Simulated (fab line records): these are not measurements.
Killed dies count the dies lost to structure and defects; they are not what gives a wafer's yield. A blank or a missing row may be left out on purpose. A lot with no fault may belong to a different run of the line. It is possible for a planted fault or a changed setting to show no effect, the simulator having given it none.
Which tool was responsible?    flow nand harc    Sampling: 11 lots, 33 wafers, 7 of 1302 route steps

== WHAT THE GAUGES SHOWED, per wafer ==
NHARC_P_STI_OCD_MEAS_17.
lot   measured      on      trench depth nm (nm)  trench foot cd nm (nm)
L567  day 3 17:52   ocd-01  297 302 302           160.6 157.5 156.8
L569  day 4 12:22   ocd-02  301 301 303           157.1 154.9 152.8
L570  day 4 22:46   ocd-01  304 295 303           160.5 159.0 159.7
L574  day 6 14:41   ocd-01  299 302 307           157.0 152.4 153.9
L577  day 7 19:11   ocd-02  311 307 298           156.7 157.9 157.1
L578  day 8 06:13   ocd-01  300 309 305           158.1 156.8 156.8
L579  day 8 16:37   ocd-02  301 305 301           150.3 155.5 157.6
L581  day 9 13:07   ocd-01  306 307 302           154.4 155.2 155.4
L582  day 9 21:53   ocd-01  299 302 306           158.3 157.4 155.4
L583  day 10 09:10  ocd-01  301 307 300           156.8 156.2 154.7
L587  day 12 00:58  ocd-02  303 296 302           155.0 157.4 155.5

NHARC_P_GATE_INSPECT_28.
lot   measured      on                 raw defect count
L567  day 5 19:02   defect inspect-01  18 10 8
L569  day 6 22:05   defect inspect-02  3 3 4
L570  day 7 02:00   defect inspect-01  4 10 12
L574  day 8 23:29   defect inspect-02  7 2 1
L577  day 9 18:04   defect inspect-01  5 9 6
L578  day 10 08:29  defect inspect-01  3 7 4
L579  day 11 09:07  defect inspect-01  5 7 9
L581  day 12 01:10  defect inspect-02  3 6 6
L582  day 12 12:17  defect inspect-02  1478 1399 1421
L583  day 12 12:55  defect inspect-02  1442 1417 1426
L587  day 14 08:16  defect inspect-01  4 4 4

NHARC_P_GATE_INSPECT_68.
lot   measured      on                 raw defect count
L567  day 6 13:25   defect inspect-02  136 198 115
L569  day 7 16:21   defect inspect-01  190 246 192
L570  day 7 20:11   defect inspect-02  121 189 183
L574  day 9 17:38   defect inspect-02  229 192 137
L577  day 10 12:54  defect inspect-02  200 151 146
L578  day 11 03:53  defect inspect-01  206 216 200
L579  day 12 05:44  defect inspect-02  140 218 177
L581  day 12 19:23  defect inspect-02  186 282 338
L582  day 13 06:41  defect inspect-01  1678 1553 1695
L583  day 13 07:23  defect inspect-02  1644 1513 1510
L587  day 15 03:14  defect inspect-01  202 235 98

NHARC_END_SORT_01.
lot   measured      on         killed at array  killed at other  killed at periphery  killed dies  killed open  killed short
L570  day 26 23:17  prober-02  87 88 76         0 0 0            6 10 12              93 98 88     7 3 3        3 1 1
L574  day 29 04:01  prober-02  29 39 33         3 0 4            2 2 3                34 41 40     5 2 4        3 2 3
L581  day 31 20:59  prober-01  74 67 68         2 2 0            2 1 6                78 70 74     5 5 7        0 2 2
L582  day 32 04:54  prober-02  28 27 34         2 0 0            116 104 110          146 131 144  0 1 5        2 0 6
L583  day 32 04:56  prober-01  82 84 108        0 0 2            115 64 100           197 148 210  0 1 4        1 3 2

== TOOL THAT RAN EACH LOT (tool first, then ch and the chambers of the sampled wafers, then the start) ==
lot   NHARC_P_GATE_PRECLEAN_71             NHARC_P_GATE_STRIP_108              NHARC_P_GATE_ALD_36
L567  wet bench-06 ch 4,5,6, day 5 05:12   rie diel-12 ch 0,2, day 5 19:48     ald sin-02 ch 1,3, day 5 21:29
L569  wet bench-09 ch 2,3,4, day 6 04:54   rie diel-12 ch 1,2, day 6 22:46     ald sin-04 ch 1,2, day 6 23:28
L570  wet bench-09 ch 0,1,7, day 6 12:32   rie diel-06 ch 1,2, day 7 02:41     ald sin-02 ch 1,2,3, day 7 05:26
L574  wet bench-06 ch 3,6,7, day 8 09:31   rie diel-12 ch 0,1,2, day 9 00:10   ald sin-03 ch 1,2,3, day 9 01:50
L577  wet bench-09 ch 5,6,7, day 9 03:53   rie diel-05 ch 0,1,3, day 9 18:47   ald sin-03 ch 0,1, day 9 19:23
L578  wet bench-06 ch 1,2,7, day 9 17:20   rie diel-06 ch 0,2, day 10 09:16    ald sin-04 ch 0,3, day 10 10:58
L579  wet bench-09 ch 0,2,5, day 10 14:07  rie diel-06 ch 1,2,3, day 11 09:49  ald sin-02 ch 1,3, day 11 13:17
L581  wet bench-09 ch 2,3,4, day 11 08:56  rie diel-06 ch 0,1,2, day 12 01:52  ald sin-04 ch 0,1,2, day 12 02:29
L582  wet bench-06 ch 0,1,6, day 11 17:17  rie diel-05 ch 0,1,3, day 12 12:58  ald sin-03 ch 0,1,2, day 12 13:36
L583  wet bench-06 ch 3,4,5, day 11 22:11  rie diel-12 ch 0,2,3, day 12 13:37  ald sin-02 ch 0,1,2, day 12 15:18
L587  wet bench-09 ch 1,5,7, day 13 15:01  rie diel-06 ch 1,2, day 14 08:57    ald sin-04 ch 2,3, day 14 10:40
- NHARC_P_GATE_PRECLEAN_71: cleans in SC1.
- NHARC_P_GATE_STRIP_108: strips in O2.
- NHARC_P_GATE_ALD_36: deposits SiNx, target thk 20 nm, pulse time 60 s, ald cycles 223.

== WHAT THE TOOLS THEMSELVES READ (means of the sampled wafers that have a number; where no wafer has one, the mark that the record gives instead) ==
NHARC_P_GATE_PRECLEAN_71.
lot   tool          sc1 h2o2 end mol l
L567  wet bench-06  0.3695
L569  wet bench-09  0.3696
L570  wet bench-09  0.3695
L574  wet bench-06  0.3701
L577  wet bench-09  0.3694
L578  wet bench-06  0.3684
L579  wet bench-09  0.3696
L581  wet bench-09  0.3700
L582  wet bench-06  0.3697
L583  wet bench-06  0.3693
L587  wet bench-09  0.3695

NHARC_P_GATE_STRIP_108.
lot   tool         drypump motor current A (A)  o2 flow sccm (sccm)  oes product au (a.u.)  rf vpp V (V)  showerhead plenum p Torr (Torr)  throttle valve pct (%)
L567  rie diel-12  5.9                          500.7                0.990                  58.0          3.60                             17.033
L569  rie diel-12  5.8                          500.5                1.001                  57.7          3.51                             17.033
L570  rie diel-06  5.4                          500.0                1.001                  57.9          3.40                             17.044
L574  rie diel-12  5.9                          498.7                1.004                  57.6          3.56                             17.035
L577  rie diel-05  6.2                          501.2                1.004                  57.5          3.61                             17.050
L578  rie diel-06  5.5                          501.4                1.003                  57.5          3.51                             17.028
L579  rie diel-06  5.5                          499.9                1.011                  57.4          3.52                             17.026
L581  rie diel-06  5.4                          499.4                0.999                  57.5          3.49                             17.040
L582  rie diel-05  6.2                          498.9                1.016                  57.7          3.61                             17.043
L583  rie diel-12  6.1                          499.7                1.008                  58.3          3.59                             17.039
L587  rie diel-06  5.4                          498.6                0.995                  57.5          3.39                             17.038

NHARC_P_GATE_ALD_36.
lot   tool        heater power w (W)  precursor pulse height rel
L567  ald sin-02  914                 0.998
L569  ald sin-04  976                 0.994
L570  ald sin-02  857                 0.972
L574  ald sin-03  889                 1.010
L577  ald sin-03  761                 0.985
L578  ald sin-04  950                 0.978
L579  ald sin-02  828                 0.991
L581  ald sin-04  956                 1.004
L582  ald sin-03  838                 0.991
L583  ald sin-02  824                 0.990
L587  ald sin-04  988                 0.998

== THE ANSWER, worked out from the rows above alone ==
Rule: the usual values come from the lots themselves. Put in order of their means at a reading, lots are off if they are a third of the lots or fewer, leave a main group of 4 or more, and stand apart from it by a gap of 3 or more times the standard deviation of the main group's means; of several such gaps the widest counts. If all means in a main group match to the digits the tables above print for the reading, that group is not used. A lot without any number at a reading at which 4 lots or more have one is off too. Any other lot the step has rows for is counted as sound. The gauges are gone through in route order, then the tools' own readings, and for those a lot's mean is taken as printed above. The first step at which some lot is off is used, and at that step the reading that is off furthest; a lot without a number counts as furthest.
Off: L582, L583 (NHARC_P_GATE_INSPECT_28, raw defect count). The main group: mean 6, standard deviation 2.7.
A tool fits if, at a process step before that reading, it ran every lot that is off, and no sound lot after the first of them. The gauges at NHARC_P_GATE_INSPECT_28 are tried like those tools. Can't be told from this: 2 tools fit, wet bench-06 at NHARC_P_GATE_PRECLEAN_71, defect inspect-02 at NHARC_P_GATE_INSPECT_28.

== WHAT WAS PUT IN BY THE SIMULATOR ==
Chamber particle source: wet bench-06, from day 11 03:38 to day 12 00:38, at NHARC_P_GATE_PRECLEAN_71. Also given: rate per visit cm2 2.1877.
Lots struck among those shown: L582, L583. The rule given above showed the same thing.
